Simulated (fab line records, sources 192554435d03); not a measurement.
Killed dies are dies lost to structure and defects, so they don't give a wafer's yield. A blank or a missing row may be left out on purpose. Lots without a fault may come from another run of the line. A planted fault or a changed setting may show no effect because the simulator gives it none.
One fault seen from 3 desks | flow n5_finfet | each desk has only its own numbers; what lay behind them comes last

THE TOOL OWNER'S DESK: rie_diel-05
The tool's own readings at N5_BEOL_M11_ETCH_61 (etches SiARC in CF4, target depth 39 nm, time 65 s): means of the sampled wafers that have a number, for each lot that ran on this tool. A lot is out of limits, marked OUT, if its mean lies more than 4 standard deviations from the usual mean; the brackets give that distance.
Columns: A = drypump_motor_current_A at N5_BEOL_M11_ETCH_61, usual 5.75 A; B = etch_rf_on_time_s at N5_BEOL_M11_ETCH_61, usual 64.1 s; C = mfc_ar_sccm at N5_BEOL_M11_ETCH_61, usual 99.95 sccm; D = oes_product_au at N5_BEOL_M11_ETCH_61, usual 0.65 a.u.; E = rf_vpp_V at N5_BEOL_M11_ETCH_61, usual 183.9 V; F = showerhead_plenum_p_Torr at N5_BEOL_M11_ETCH_61, usual 2.14 Torr; G = throttle_valve_pct at N5_BEOL_M11_ETCH_61, usual 15.73 %
lot  | first seen here | A    | B               | C      | D    | E     | F    | G
L459 | day 14 08:25    | 5.67 | 61.6            | 99.79  | 0.69 | 182.9 | 2.13 | 15.67
L460 | day 14 16:23    | 5.71 | 55.9            | 100.08 | 0.72 | 184.2 | 2.11 | 15.67
L461 | day 14 20:26    | 5.80 | 49.5 (-7.0) OUT | 99.91  | 0.74 | 182.7 | 2.08 | 15.84
L463 | day 15 07:08    | 5.80 | 56.4            | 99.98  | 0.73 | 183.5 | 2.18 | 15.56
This desk's finding: out of limits on L461; first on L461, day 14 20:26 (etch_rf_on_time_s at N5_BEOL_M11_ETCH_61). In limits: L459, L460, L463.

THE DEFECT DESK
What the inspections along the route counted, lot by lot: means of the sampled wafers that have a number. A lot is out of limits, marked OUT, if its mean lies more than 4 standard deviations from the usual mean; the brackets give that distance.
Columns: A = raw_defect_count at N5_BEOL_M11_INSPECT_13, usual 460
lot  | first seen here | A
L448 | day 11 08:44    | 335
L453 | day 12 17:11    | 385
L456 | day 13 10:08    | 495
L459 | day 14 08:20    | 448
L460 | day 14 16:19    | 520
L461 | day 14 20:13    | 330
L463 | day 15 07:04    | 441
This desk's finding: nothing out of limits on any of the 7 lots.

THE METROLOGY DESK
What the gauges read, lot by lot, whatever tool the lot ran on: means of the sampled wafers that have a number. A lot is out of limits, marked OUT, if its mean lies more than 4 standard deviations from the usual mean; the brackets give that distance.
Columns: A = cd_nm at N5_BEOL_M11_CD_MEAS_11, usual 64.0 nm; B = M11_OVL at N5_BEOL_M11_OVL_MEAS_12, usual -0.1 nm
lot  | first seen here | A    | B
L448 | day 11 08:41    | 63.8 | -0.1
L453 | day 12 17:08    | 63.1 | -0.5
L456 | day 13 10:05    | 64.1 | -0.9
L459 | day 14 08:17    | 63.7 | -0.4
L460 | day 14 16:16    | 63.9 | -0.4
L461 | day 14 20:10    | 64.2 | 0.5
L463 | day 15 07:01    | 63.9 | -1.1
This desk's finding: nothing out of limits on any of the 7 lots.

PUT TOGETHER
The tool owner's desk could have raised an alarm at day 14 20:26, on L461.
The defect desk saw nothing out of limits.
The metrology desk saw nothing out of limits.
The defect desk has L461 on record, within its limits.
The metrology desk has L461 on record, within its limits.
Of the lots named, all ran N5_BEOL_M11_ETCH_61 on rie_diel-05.

WHAT THE SIMULATOR HAD PUT IN
Process parameter drift: rie_diel-05, from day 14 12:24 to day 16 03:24, at N5_BEOL_M11_ETCH_61. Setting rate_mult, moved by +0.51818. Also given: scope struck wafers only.
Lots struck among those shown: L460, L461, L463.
Hours from the fault's start to each desk's first reading out of limits: the tool owner's desk, 8.
